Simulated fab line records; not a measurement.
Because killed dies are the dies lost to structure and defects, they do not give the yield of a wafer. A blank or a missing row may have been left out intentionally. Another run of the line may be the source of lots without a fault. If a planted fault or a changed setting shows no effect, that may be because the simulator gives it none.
fab line records + flow n5Finfet
record
- lots=4
- wafers=12
- lastDay=16
route steps=1938 shown MOL_CONTACT_COAG@581 BEOL_M4@1111
lots with no fault: from the same line, run without faults
startH: hours from the record's opening day to when the first of the lot's shown wafers began + waitH: time in hours since the lot's previous step + " identical to the entry in the row above + L1.1+2: a row that stands for several wafers + - either no value or no given start + * or withheld: withheld + < > ~ a bound
route shown NAME@n: names a module that has steps shown in the file, with the first one's number in the route + usual: mean/standard deviation of fault-free wafers + same: alike in all rows + chamber/n: place in a boat + sites: readings site by site + _std_site: standard deviation across them + _edge_site: mean of outer sites minus mean of inner sites + radiusMm: how far each site lies from the wafer's centre + mask NAME#n: copy n + behind: the most recent tool/chamber to have shaped the wafer + hold: why the lot went on hold/how many hours it stayed there/how the hold came to an end + device: whichever transistor did not switch (one of n, p or np) + end of line: tests of these same wafers at the route's end + where a step has no rows: the recipe by itself + killed: not the wafer's yield, but the dies lost to structure and defects at the first sort + map: per-die view of a wafer (x killed, . not killed, _ where there is no die)
set.NAME: the setting the step ran with; set.NAME@STEP: the setting that earlier step ran with + model.NAME: the simulator's own value behind a step, which no gauge read
lots at selected steps of the route; one table per step, one row per wafer
services: from which hour (startH, from the record's first day; less than 0 if before it) a tool's chamber was out of use, for how many hours, and why
## steps
# step N5_MOL_CONTACT_COAG_ETCH_91
# recipe
- chemistry=N2/H2
- target=SOC
- targetDepthA=600
- overetchA=210
- maskMaterial=SiARC
- tempC=40
- timeS=101.2
- ionEnergyEv=200
- pressureMtorr=30
- sourceW=840
- biasW=150
- n2FlowSccm=200
- h2FlowSccm=200
# step N5_MOL_CONTACT_COAG_STRIP_92
# recipe
- chemistry=N2/H2
- tempC=40
- n2FlowSccm=200
- h2FlowSccm=200
- rfFrequencyHz=6e+07
# step N5_MOL_CONTACT_COAG_STRIP_93
# recipe
- chemistry=N2/H2
- tempC=40
- n2FlowSccm=200
- h2FlowSccm=200
- rfFrequencyHz=6e+07
# step N5_MOL_CONTACT_COAG_ETCHBACK_135
# recipe
- chemistry=CHF3
- target=SiO2
- targetDepthA=250
- timeS=16.7
- ionEnergyEv=200
- pressureMtorr=30
- sourceW=610
- biasW=170
- Ar_flow_sccm=200
- CHF3_flow_sccm=50
# step N5_MOL_CONTACT_COAG_STRIP_118
# recipe
- chemistry=CHF3
- resist=SiARC
- rfFrequencyHz=6e+07
# step N5_MOL_CONTACT_COAG_VIA_ETCH_46
# recipe
- chemistry=C4F6/O2
- targetDepthA=460
- overetchA=92
- maskMaterial=SOC
- target=SiO2
- biasW=455
- pressureMtorr=10
- timeS=40
- sourceW=325
- Ar_flow_sccm=300
- C4F6_flow_sccm=10
- O2_flow_sccm=10
- ionEnergyEv=575.3
- ends=endPoint
# step N5_MOL_CONTACT_COAG_STRIP_96
# recipe
- chemistry=N2/H2
- powerW=500
- tempC=40
- pressureMtorr=50
- rfFrequencyHz=6e+07
- overashFraction=0.3
- biasPowerW=28
- h2Frac=0.5
- n2FlowSccm=300
- h2FlowSccm=300
# step N5_MOL_CONTACT_COAG_ETCH_47
# recipe
- chemistry=CH3F/O2
- target=SiNx
- targetDepthA=270
- maskMaterial=SiO2
- stopOn=W
- overEtchFrac=0.2
- ionEnergyEv=120
- endpoint=OES-CN
- pressureMtorr=30
- sourceW=395
- biasW=73
- Ar_flow_sccm=150
- CH3F_flow_sccm=30
- O2_flow_sccm=20
- ends=endPoint
# step N5_MOL_CONTACT_COAG_STRIP_119
# recipe
- chemistry=N2/H2
- timeS=30
- powerW=1000
- tempC=250
- pressureMtorr=withheld
- n2FlowSccm=1750
- h2FlowSccm=3250
# step N5_MOL_CONTACT_COAG_PRECLEAN_144
# recipe
- chemistry=alkalineClean
- tempC=60
- timeS=60
- doPpb=50
# step N5_MOL_CONTACT_COAG_SRD_145
# recipe
- dry=ipaMarangoni
- timeS=30
- tempC=23
- rinseLiquid=diw
# step N5_MOL_CONTACT_COAG_COAT_62
# recipe
- resist=SOC
- tempC=250
- timeS=60
- spinRpm=1500
- resistThkNm=60
# usual
- spinSpeedRpm=1500.1/1.1
| lot.wafer | tool          | chamber | startH | waitH | spinSpeedRpm | model.SOC_of_MOL_CONTACT_COAG_COAT_62.thkNm |
|-----------|---------------|---------|--------|-------|--------------|---------------------------------------------|
| L791.1    | lithoTrack-04 | 0       | 119.40 | 0.0   | 1500.7       | 60                                          |
| L791.4    | "             | 0       | "      | "     | 1501.5       | 60                                          |
| L791.6    | "             | 0       | "      | "     | 1501.0       | 60                                          |
| L799.1    | lithoTrack-02 | 0       | 168.43 | 0.0   | 1499.5       | 60                                          |
| L799.5    | "             | 0       | "      | "     | 1501.2       | 60                                          |
| L799.6    | "             | 0       | "      | "     | 1501.3       | 60.2                                        |
| L800.2    | lithoTrack-04 | 0       | 175.74 | 0.0   | 1714.6       | 56                                          |
| L800.3    | "             | 0       | "      | "     | 1714.8       | 56                                          |
| L800.4    | "             | 0       | "      | "     | 1716.0       | 56                                          |
| L804.1    | lithoTrack-04 | 0       | 195.08 | 0.0   | 1714.5       | 56                                          |
| L804.5    | "             | 0       | "      | "     | 1714.3       | 56                                          |
| L804.6    | "             | 0       | "      | "     | 1714.1       | 56                                          |
# step N5_MOL_CONTACT_COAG_COAT_63
# recipe
- resist=SiARC
- tempC=220
- timeS=60
- spinRpm=1500
- resistThkNm=10
# step N5_MOL_CONTACT_COAG_COAT_64
# recipe
- resist=underlayer
- tempC=205
- timeS=60
- spinRpm=1500
- resistThkNm=10
# step N5_MOL_CONTACT_COAG_COAT_34
# recipe
- resist=CAR-EUV
- spinRpm=1500
- resistThkNm=40
# step N5_MOL_CONTACT_COAG_EBR_36
# recipe
- solvent=PGMEA
- ebrWidthMm=1.5
# step N5_MOL_CONTACT_COAG_SOFTBAKE_35
# recipe
- tempC=110
- timeS=60
- resist=CAR-EUV
# step N5_MOL_CONTACT_COAG_EXPOSE_37
# recipe
- maskId=VD
- na=0.33
- sourceShape=annular
- sigmaInner=0.3
- sigmaOuter=0.7
- polarization=unpolarized
- defocusNm=0
- doseMj=62
# step N5_MOL_CONTACT_COAG_PEB_38
# recipe
- pebTempC=100
- pebTimeS=60
- resist=CAR-EUV
# step N5_MOL_CONTACT_COAG_DEVELOP_39
# recipe
- developTimeS=30
- developer=TMAH
- resist=CAR-EUV
- rinseLiquid=surfactantRinse
- dry=airSpin
- devTempC=23
# step N5_MOL_CONTACT_COAG_DESCUM_45
# recipe
- chemistry=O2
- timeS=7
- sourcePowerW=50
- biasPowerW=20
- pressureMtorr=20
- rfFrequencyHz=2.712e+07
- tempC=40
- resist=CAR-EUV
- o2FlowSccm=225
# step N5_MOL_CONTACT_COAG_ETCH_65
# recipe
- chemistry=N2/H2
- target=underlayer
- targetDepthA=130
- maskMaterial=CAR-EUV
- timeS=10.4
- ionEnergyEv=200
- pressureMtorr=30
- sourceW=840
- biasW=150
- n2FlowSccm=200
- h2FlowSccm=200
- ends=cleared
# step N5_MOL_CONTACT_COAG_ETCH_66
# recipe
- chemistry=CF4
- target=SiARC
- targetDepthA=130
- maskMaterial=CAR-EUV
- timeS=21.7
- ionEnergyEv=80
- pressureMtorr=40
- sourceW=545
- biasW=36
- Ar_flow_sccm=100
- cf4FlowSccm=100
- ends=cleared
# step N5_MOL_CONTACT_COAG_ALD_133
# recipe
- material=SiO2
- targetThkA=50
- tempC=100
- aldPrecursorFamily=BDEAS
- aldCoReactant=O2-plasma
- pulseTimeS=1
- coReactantPulseTimeS=1
- purgeTimeS=2
- coReactantPurgeTimeS=2
- aldCycles=35
- pressureTorr=2
# step N5_MOL_CONTACT_COAG_ETCHBACK_134
# recipe
- chemistry=CHF3
- target=SiO2
- targetDepthA=100
- timeS=6.7
- ionEnergyEv=200
- pressureMtorr=30
- sourceW=610
- biasW=170
- Ar_flow_sccm=200
- CHF3_flow_sccm=50
# step N5_MOL_CONTACT_COAG_ETCH_67
# recipe
- chemistry=N2/H2
- target=SOC
- targetDepthA=600
- overetchA=210
- maskMaterial=SiARC
- tempC=40
- timeS=101.2
- ionEnergyEv=200
- pressureMtorr=30
- sourceW=840
- biasW=150
- n2FlowSccm=200
- h2FlowSccm=200
# usual
- drypumpMotorCurrentA=6.0/0.38
- oesProductAu=0.66/0.075
- rfVppV=523.9/2.1
- showerheadPlenumPTorr=2.55/0.068
- throttleValvePct=17.92/0.29
| lot.wafer | tool       | chamber | startH | waitH | drypumpMotorCurrentA | oesProductAu | rfHoursCounterH | rfVppV | showerheadPlenumPTorr | throttleValvePct | model.etch.depthNm |
|-----------|------------|---------|--------|-------|----------------------|--------------|-----------------|--------|-----------------------|------------------|--------------------|
| L791.1    | rieDiel-05 | 0       | 120.74 | 0.0   | 6.1                  | 0.72         | 52              | 521.4  | 2.48                  | 17.62            | 60.01              |
| L791.4    | "          | 2       | "      | "     | 6.3                  | 0.70         | 58              | 522.0  | 2.48                  | 17.55            | 60.05              |
| L791.6    | "          | 1       | "      | "     | 6.2                  | 0.59         | -               | 525.3  | 2.51                  | 18.15            | 59.91              |
| L799.1    | rieDiel-05 | 0       | 169.26 | 0.0   | 6.0                  | 0.71         | 70              | 521.6  | 2.47                  | 17.64            | 60                 |
| L799.5    | "          | 3       | "      | "     | 6.2                  | 0.60         | -               | 524.9  | 2.63                  | 18.29            | 59.97              |
| L799.6    | "          | 0       | "      | "     | 6.1                  | 0.70         | -               | 521.5  | 2.47                  | 17.64            | 60.18              |
| L800.2    | rieDiel-05 | 3       | 176.57 | 0.0   | 6.2                  | 0.57         | 209             | 526.3  | 2.62                  | 18.27            | 55.92              |
| L800.3    | "          | 0       | "      | "     | 6.1                  | 0.68         | 71              | 521.3  | 2.47                  | 17.63            | 56.01              |
| L800.4    | "          | 1       | "      | "     | 6.2                  | 0.56         | 250             | 522.2  | 2.50                  | 18.18            | 55.99              |
| L804.1    | rieDiel-05 | 2       | 195.85 | 0.0   | 6.3                  | 0.65         | 88              | 521.0  | 2.47                  | 17.60            | 56.1               |
| L804.5    | "          | 2       | "      | "     | 6.4                  | 0.64         | -               | 522.6  | 2.47                  | 17.61            | 55.92              |
| L804.6    | "          | 3       | "      | "     | 6.2                  | 0.57         | -               | 525.7  | 2.62                  | 18.29            | 56.04              |
# step N5_MOL_CONTACT_COAG_STRIP_68
# recipe
- chemistry=N2/H2
- tempC=40
- n2FlowSccm=200
- h2FlowSccm=200
- rfFrequencyHz=6e+07
# step N5_MOL_CONTACT_COAG_STRIP_69
# recipe
- chemistry=N2/H2
- tempC=40
- n2FlowSccm=200
- h2FlowSccm=200
- rfFrequencyHz=6e+07
# step N5_MOL_CONTACT_COAG_ETCHBACK_136
# recipe
- chemistry=CHF3
- target=SiO2
- targetDepthA=250
- timeS=16.7
- ionEnergyEv=200
- pressureMtorr=30
- sourceW=610
- biasW=170
- Ar_flow_sccm=200
- CHF3_flow_sccm=50
# step N5_MOL_CONTACT_COAG_STRIP_120
# recipe
- chemistry=CHF3
- resist=SiARC
- rfFrequencyHz=6e+07
# step N5_MOL_CONTACT_COAG_VIA_ETCH_117
# recipe
- chemistry=C4F6/O2
- targetDepthA=400
- overetchA=80
- maskMaterial=SOC
- target=SiO2
- biasW=455
- pressureMtorr=10
- timeS=26
- sourceW=325
- Ar_flow_sccm=300
- C4F6_flow_sccm=10
- O2_flow_sccm=10
- ionEnergyEv=575.3
- ends=endPoint
# step N5_MOL_CONTACT_COAG_ETCH_124
# recipe
- chemistry=CH3F/O2
- target=SiNx
- targetDepthA=65
- maskMaterial=SOC
- stopOn=SiOC
- overEtchFrac=0.3
- ionEnergyEv=120
- pressureMtorr=30
- sourceW=395
- biasW=73
- Ar_flow_sccm=150
- CH3F_flow_sccm=30
- O2_flow_sccm=20
- ends=endPoint
# step N5_MOL_CONTACT_COAG_ETCH_48
# recipe
- chemistry=C4F6/O2
- targetDepthA=150
- overetchA=45
- maskMaterial=SOC
- target=SiOC
- biasW=465
- pressureMtorr=10
- timeS=17
- sourceW=335
- Ar_flow_sccm=300
- C4F6_flow_sccm=10
- O2_flow_sccm=10
- ionEnergyEv=576
# usual
- O2_flow_sccm=10.00/0.033
- drypumpMotorCurrentA=6.0/0.38
- oes_f_703_au=0.78/0.09
- oesProductAu=0.65/0.079
- rfVppV=1593/19
- showerheadPlenumPTorr=2.84/0.071
- throttleValvePct=40.71/0.24
| lot.wafer | tool       | chamber | startH | waitH | O2_flow_sccm | drypumpMotorCurrentA | oes_f_703_au | oesProductAu | rfHoursCounterH | rfVppV | showerheadPlenumPTorr | throttleValvePct | model.SOC_of_MOL_CONTACT_COAG_COAT_62.thkNm |
|-----------|------------|---------|--------|-------|--------------|----------------------|--------------|--------------|-----------------|--------|-----------------------|------------------|---------------------------------------------|
| L791.1    | rieDiel-05 | 0       | 120.93 | 0.0   | 9.96         | 6.0                  | 0.85         | 0.72         | 52              | 1602   | 2.78                  | 40.65            | 45.6                                        |
| L791.4    | "          | 2       | "      | "     | 9.98         | 6.3                  | 0.84         | 0.68         | 58              | 1565   | 2.77                  | 40.39            | 45.8                                        |
| L791.6    | "          | 1       | "      | "     | 10.04        | 6.2                  | 0.69         | 0.57         | -               | 1603   | 2.81                  | 40.71            | 46                                          |
| L799.1    | rieDiel-05 | 0       | 169.45 | 0.0   | 10.01        | 6.1                  | 0.82         | 0.71         | 70              | 1599   | 2.77                  | 40.68            | 45.6                                        |
| L799.5    | "          | 3       | "      | "     | 10.03        | 6.2                  | 0.71         | 0.61         | -               | 1617   | 2.93                  | 41.03            | 45.8                                        |
| L799.6    | "          | 0       | "      | "     | 10.01        | 6.0                  | 0.82         | 0.76         | -               | 1600   | 2.77                  | 40.70            | 45.8                                        |
| L800.2    | rieDiel-05 | 3       | 176.76 | 0.0   | 10.04        | 6.2                  | 0.71         | 0.60         | 209             | 1617   | 2.93                  | 41.04            | 41.8                                        |
| L800.3    | "          | 0       | "      | "     | 10.03        | 6.0                  | 0.83         | 0.68         | 71              | 1597   | 2.77                  | 40.67            | 41.6                                        |
| L800.4    | "          | 1       | "      | "     | 10.04        | 6.2                  | 0.68         | 0.58         | 250             | 1602   | 2.80                  | 40.72            | 42.2                                        |
| L804.1    | rieDiel-05 | 2       | 196.14 | 0.0   | 10.06        | 6.3                  | 0.81         | 0.64         | 88              | 1564   | 2.76                  | 40.40            | 42                                          |
| L804.5    | "          | 2       | "      | "     | 10.09        | 6.3                  | 0.81         | 0.63         | -               | 1564   | 2.76                  | 40.39            | 41.6                                        |
| L804.6    | "          | 3       | "      | "     | 9.96         | 6.2                  | 0.70         | 0.57         | -               | 1615   | 2.92                  | 41.03            | 42                                          |
# step N5_MOL_CONTACT_COAG_STRIP_72
# recipe
- chemistry=N2/H2
- powerW=450
- tempC=40
- pressureMtorr=20
- rfFrequencyHz=6e+07
- overashFraction=3
- biasPowerW=7
- h2Frac=0.5
- n2FlowSccm=200
- h2FlowSccm=200
# step N5_BEOL_M4_RC_MEAS_101
# usual
- DIBL_N=36.5/1.4
- DIBL_P=36.9/1.7
- IOFF_N=0.163/0.023
- IOFF_P=0.22/0.032
- ION_N=673/9
- ION_P=462/7.5
- SS_N=71.6/0.54
- SS_P=73.4/0.62
- VT_N=249.8/2.8
- VT_P=-250/3.5
| lot.wafer | tool      | chamber | startH | waitH | DIBL_N[mV/V] | DIBL_P[mV/V] | IOFF_N[nA/um] | IOFF_P[nA/um] | ION_N[uA/um] | ION_P[uA/um] | SS_N[mV/dec] | SS_P[mV/dec] | VT_N[mV] | VT_P[mV] |
|-----------|-----------|---------|--------|-------|--------------|--------------|---------------|---------------|--------------|--------------|--------------|--------------|----------|----------|
| L791.1    | prober-01 | 0       | 185.89 | 0.0   | 37.2         | 38.9         | 0.186         | 0.26          | 674          | 467          | 71.8         | 74.9         | 249.9    | -246     |
| L791.4    | "         | 0       | "      | "     | 37.2         | 39.2         | 0.184         | 0.26          | 680          | 470          | 71.3         | 74.1         | 250.4    | -247     |
| L791.6    | "         | 0       | "      | "     | 37.4         | 38.4         | 0.177         | 0.25          | 670          | 461          | 71.5         | 74.5         | 248.7    | -246     |
| L800.2    | prober-02 | 0       | 245.77 | 0.2   | 35.2         | 34.9         | 0.137         | 0.19          | 676          | 460          | 70.7         | 72.8         | 252.8    | -253     |
| L800.3    | "         | 0       | "      | "     | 35.3         | 34.9         | 0.141         | 0.20          | 666          | 461          | 70.8         | 72.9         | 253.7    | -248     |
| L800.4    | "         | 0       | "      | "     | 36.9         | 37.8         | 0.178         | 0.24          | 680          | 467          | 71.6         | 73.4         | 248.0    | -251     |
| L799.1    | prober-02 | 0       | 246.76 | 0.0   | 37.3         | 38.7         | 0.190         | 0.22          | 684          | 462          | 72.1         | 73.4         | 245.6    | -252     |
| L799.5    | "         | 0       | "      | "     | 38.1         | 39.3         | 0.207         | 0.24          | 676          | 450          | 72.2         | 74.1         | 245.3    | -251     |
| L799.6    | "         | 0       | "      | "     | 37.2         | 38.3         | 0.183         | 0.21          | 676          | 451          | 72.1         | 73.3         | 247.5    | -253     |
| L804.1    | prober-02 | 0       | 272.75 | 0.0   | 37.6         | 38.5         | 0.189         | 0.23          | 686          | 463          | 72.4         | 73.5         | 245.7    | -251     |
| L804.5    | "         | 0       | "      | "     | 35.5         | 35.7         | 0.147         | 0.20          | 657          | 456          | 71.5         | 72.8         | 249.1    | -250     |
| L804.6    | "         | 0       | "      | "     | 38.1         | 37.6         | 0.191         | 0.23          | 664          | 456          | 72.3         | 73.9         | 246.6    | -250     |
## services
| tool          | chamber | startH | hours | kind                        |
|---------------|---------|--------|-------|-----------------------------|
| lithoTrack-02 | -       | 96.45  | -     | consumableReplace:filter    |
| lithoTrack-04 | -       | 155.55 | -     | consumableReplace:filter    |
| rieDiel-05    | 1       | 177.38 | -     | clean                       |
| rieDiel-05    | 1       | 177.38 | -     | consumableReplace:focusRing |
| rieDiel-05    | 1       | 177.38 | 21.6  | scheduledDown               |
| rieDiel-05    | 1       | 177.38 | 21.6  | ventCycle                   |
## key
firstSign
- step=N5_MOL_CONTACT_COAG_COAT_62
- reading=spinSpeedRpm
- direction=up
- sigmas=99+
- usual=*
- struck=*
effect none on later readings
modelEffect
- step=N5_MOL_CONTACT_COAG_COAT_62
- value=SOC_of_MOL_CONTACT_COAG_COAT_62.thkNm
- without=59.87
- struck=56
modelEffect
- step=N5_MOL_CONTACT_COAG_ETCH_67
- value=etch.depthNm
- without=59.88
- struck=56
modelEffect
- step=N5_MOL_CONTACT_COAG_ETCH_48
- value=SOC_of_MOL_CONTACT_COAG_COAT_62.thkNm
- without=45.73
- struck=41.87
metAt N5_MOL_CONTACT_COAG_COAT_62
struckWafers L800.2,L800.3,L800.4,L804.1,L804.5,L804.6
onsetBetween 119.40 175.74
fault
- kind=processParameterDrift
- tool=lithoTrack-04
- chamber=-
- onsetH=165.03
- steps=N5_MOL_CONTACT_COAG_COAT_62
- channel=spinRpm
- offset=*
- shape=step
- endH=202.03
- actsIn=*
- stated=*
